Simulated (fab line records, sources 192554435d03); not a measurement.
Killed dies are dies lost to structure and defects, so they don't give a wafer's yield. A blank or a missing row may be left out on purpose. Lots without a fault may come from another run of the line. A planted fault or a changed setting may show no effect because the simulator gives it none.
Split-lot experiment | flow n5_finfet | 7 lots, 39 wafers read, on a route of 1938 steps

THE SPLIT
At N5_BEOL_M0_TRENCH_ETCH_107 (etches SiOC in C4F6/O2, target depth 32.8 nm, time 16.4 s), the setting target_depth_a was moved away from the recipe's 328 angstrom on 12 of the 39 wafers read, by -53.1% to +45.4%. The other wafers ran this setting at the recipe's value.

FROM THE SPLIT TO THE READING: what the file shows between them, 1 step
- N5_BEOL_M0_STRIP_142: strips in N2/H2, time 10 s

THE READING
trench_depth_nm, in nm, at N5_BEOL_M0_OCD_MEAS_108. Fault-free wafers of this fab line usually give 33.0 nm, standard deviation 0.73 nm.

wafer  | tool, chamber at the split | target_depth_a as run, angstrom | against the recipe | trench_depth_nm, nm | against lot-mates on the recipe
L075.1 | rie_diel-04, 2             | 328                             | recipe             | 33.4                | -
L075.2 | rie_diel-04, 0             | 328                             | recipe             | 32.8                | -
L075.3 | rie_diel-04, 3             | 328                             | recipe             | 33.9                | -
L075.4 | rie_diel-04, 1             | 328                             | recipe             | 32.5                | -
L075.5 | rie_diel-04, 0             | 328                             | recipe             | 33.4                | -
L075.6 | rie_diel-04, 1             | 328                             | recipe             | 32.2                | -
L077.1 | rie_diel-05, 3             | 476.9                           | +45.4%             | 47.2                | +13.9
L077.2 | rie_diel-05, 1             | 328                             | recipe             | 33.9                | -
L077.3 | rie_diel-05, 2             | 476.9                           | +45.4%             | 49.2                | +15.9
L077.4 | rie_diel-05, 1             | 476.9                           | +45.4%             | 49.2                | +15.9
L077.5 | rie_diel-05, 3             | 328                             | recipe             | 32.2                | -
L077.6 | rie_diel-05, 2             | 328                             | recipe             | 33.9                | -
L081.1 | rie_diel-06, 0             | 328                             | recipe             | 31.5                | -
L081.2 | rie_diel-06, 3             | 236.9                           | -27.8%             | 24.4                | -8.3
L081.3 | rie_diel-06, 2             | 328                             | recipe             | 33.2                | -
L081.4 | rie_diel-06, 1,2           | 236.9                           | -27.8%             | 23.8                | -8.9
L081.5 | rie_diel-06, 3             | 328                             | recipe             | 33.3                | -
L081.6 | rie_diel-06, 1,2           | 236.9                           | -27.8%             | 23.8                | -8.9
L082.1 | rie_diel-04, 3             | 328                             | recipe             | 33.6                | -
L082.4 | rie_diel-04, 0             | 328                             | recipe             | 32.9                | -
L082.6 | rie_diel-04, 2             | 328                             | recipe             | 33.3                | -
L084.1 | rie_diel-05, 1             | 328                             | recipe             | 34.1                | -
L084.2 | rie_diel-05, 0             | 328                             | recipe             | 32.3                | -
L084.3 | rie_diel-05, 3             | 328                             | recipe             | 32.4                | -
L084.4 | rie_diel-05, 2             | 328                             | recipe             | 33.2                | -
L084.5 | rie_diel-05, 3             | 328                             | recipe             | 32.8                | -
L084.6 | rie_diel-05, 2             | 328                             | recipe             | 33.0                | -
L085.1 | rie_diel-06, 1             | 169.3                           | -48.4%             | 17.9                | -15.1
L085.2 | rie_diel-06, 3             | 328                             | recipe             | 33.3                | -
L085.3 | rie_diel-06, 0             | 328                             | recipe             | 32.4                | -
L085.4 | rie_diel-06, 2             | 169.3                           | -48.4%             | 17.3                | -15.7
L085.5 | rie_diel-06, 2             | 169.3                           | -48.4%             | 17.1                | -15.9
L085.6 | rie_diel-06, 3             | 328                             | recipe             | 33.2                | -
L097.1 | rie_diel-05, 2             | 153.7                           | -53.1%             | 15.8                | -17.3
L097.2 | rie_diel-05, 1             | 328                             | recipe             | 34.0                | -
L097.3 | rie_diel-05, 0             | 153.7                           | -53.1%             | 15.2                | -17.9
L097.4 | rie_diel-05, 1             | 328                             | recipe             | 32.9                | -
L097.5 | rie_diel-05, 2             | 153.7                           | -53.1%             | 15.5                | -17.6
L097.6 | rie_diel-05, 0             | 328                             | recipe             | 32.4                | -
Where a row lists several chambers, the file gives one row for several wafers and doesn't say which wafer went through which chamber.

THE FIT
A straight line over all 39 wafers: trench_depth_nm changes by +0.331 nm for each +1% of target_depth_a; r = +1.00; the points scatter about the line by 0.65 nm.
The same after taking each lot's own level away (the mean of its wafers on the recipe; 39 wafers): +0.328 nm for each +1%; r = +1.00; scatter 0.63 nm.
On that fit, the largest move of target_depth_a shifts the reading by 17 nm.
The lots' own levels span 32.67 to 33.33 nm, that is 0.9 times the standard deviation above.
So the lot-to-lot level changes the slope little: the two slopes agree.
Check: with one of the wafers moved furthest among these (-53.1%) left out of the fit, the line predicts -17.4 nm for it against its lot-mates. It came out at -17.3 nm against them.

OTHER SPLITS ON THESE WAFERS
These wafers also went through other splits before the reading. Each is held against what the fit with the lots' levels taken away leaves over:
other split on the same wafers                    | wafers away from the commonest value | r with trench_depth_nm (lot level and that fit taken away)
N5_ZERO_LAYER_PECVD_02 time_s                     | 6                                    | +0.03
N5_PMOS_HMC_CHANNEL_EPI_DEVELOP_08 develop_time_s | 12                                   | +0.29
N5_SD_EPI_N_EPI_21 time_s                         | 12                                   | -0.05
N5_HKMG_FIN_ALD_79 ald_cycles                     | 9                                    | +0.11
N5_MOL_CONTACT_COAG_ETCH_124 target_depth_a       | 12                                   | +0.21

THE WHOLE CHAIN: every reading that the file lists as answering this split, in the file's order
step                       | what it does                                              | reading                                                                               | change (the file's fit)                | r (the file's)
N5_BEOL_M0_TRENCH_ETCH_107 | etches SiOC in C4F6/O2, target depth 32.8 nm, time 16.4 s | BEOL_M0.feature_depth_nm (the simulator's own value, which no gauge read)             | +0.329 nm for each +1% of the setting  | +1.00
N5_BEOL_M0_TRENCH_ETCH_107 | etches SiOC in C4F6/O2, target depth 32.8 nm, time 16.4 s | TiN_of_BEOL_M0_SAQP_HM_DEP_02.thk_nm (the simulator's own value, which no gauge read) | -0.0131 nm for each +1% of the setting | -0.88
N5_BEOL_M0_OCD_MEAS_108    |                                                           | trench_depth_nm                                                                       | +0.327 nm for each +1% of the setting  | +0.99

THE FILE'S OWN FIT
trench_depth_nm changes by +0.327 nm for each +1% of target_depth_a, r = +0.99.
